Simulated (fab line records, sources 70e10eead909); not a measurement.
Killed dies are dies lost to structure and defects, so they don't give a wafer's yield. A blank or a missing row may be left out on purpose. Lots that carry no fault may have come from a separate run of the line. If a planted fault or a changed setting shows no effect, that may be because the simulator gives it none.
Chamber matching    flow nandHarc    4 sister chambers for NHARC_A_SLIT_DESCUM_14 on rieDiel-04
The step chemistry O2, time 3 s. 18 wafers are shown with their chamber, then 9 later ones without.

## WAFERS PAIRED WITH THEIR CHAMBERS
wafer   chamber  drypumpMotorCurrentA (A)  oesProductAu (a.u.)  rfVppV (V)
L075.1  3        5.5                       0.994                56.5
L075.3  2        5.4                       0.992                56.7
L075.6  2        5.4                       0.987                58.1
L076.2  0        5.8                       1.008                58.4
L076.3  2        5.4                       0.999                57.4
L076.4  1        5.8                       1.005                58.2
L079.2  2        5.4                       0.989                58.8
L079.5  1        5.8                       0.996                58.7
L079.6  2        5.4                       0.989                59.4
L082.1  1        5.9                       1.000                58.9
L082.2  0        5.8                       0.997                57.7
L082.4  1        5.8                       0.991                59.0
L085.2  3        5.5                       0.984                57.8
L085.4  0        5.8                       1.006                57.7
L085.5  0        5.8                       1.005                58.8
L089.3  3        5.5                       0.997                59.0
L089.5  1        5.8                       0.996                59.5
L089.6  0        5.8                       1.006                57.6

SIGNATURES (averages over the wafers above)
reading               chamber 0  chamber 1  chamber 2  chamber 3  scatter within a chamber
drypumpMotorCurrentA  5.800      5.820      5.400      5.500      0.0239
oesProductAu          1.00440    0.99760    0.99120    0.99167    0.0051
rfVppV                58.040     58.860     58.080     57.767     0.836
Rule: for a wafer and a chamber, the distance is found by dividing, reading by reading, the gap between the wafer's reading and the chamber's mean by the reading's scatter, squaring, summing and taking the root. The wafer belongs to the nearest chamber; if the next one is less than 2 further off, it can't be placed. The scatter: the root of (the sum of the squares of (reading less its chamber's mean) over the shown wafers, divided by (wafers less chambers)).

## WAFERS WHOSE CHAMBER IS MISSING
wafer   drypumpMotorCurrentA (A)  oesProductAu (a.u.)  rfVppV (V)
L090.1  5.5                       0.996                58.3
L090.3  5.8                       1.011                57.6
L090.5  5.8                       0.993                56.3
L093.1  5.8                       1.007                56.7
L093.5  5.8                       0.986                58.2
L093.6  5.8                       1.005                57.8
L097.1  5.8                       1.014                58.3
L097.2  5.5                       1.016                57.3
L097.4  5.9                       0.987                59.8

## EACH ONE'S CHAMBER
wafer   from the rows above      in truth
L090.1  3                        3
L090.3  can't be placed: 0 or 1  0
L090.5  can't be placed: 0 or 1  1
L093.1  can't be placed: 0 or 1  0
L093.5  can't be placed: 1 or 0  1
L093.6  can't be placed: 0 or 1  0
L097.1  can't be placed: 0 or 1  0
L097.2  can't be placed: 3 or 2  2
L097.4  can't be placed: 1 or 0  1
Correctly placed: 1 of 9. Not placeable from these rows: 8 (in 8, the candidates include the true chamber). Wrongly placed: 0.
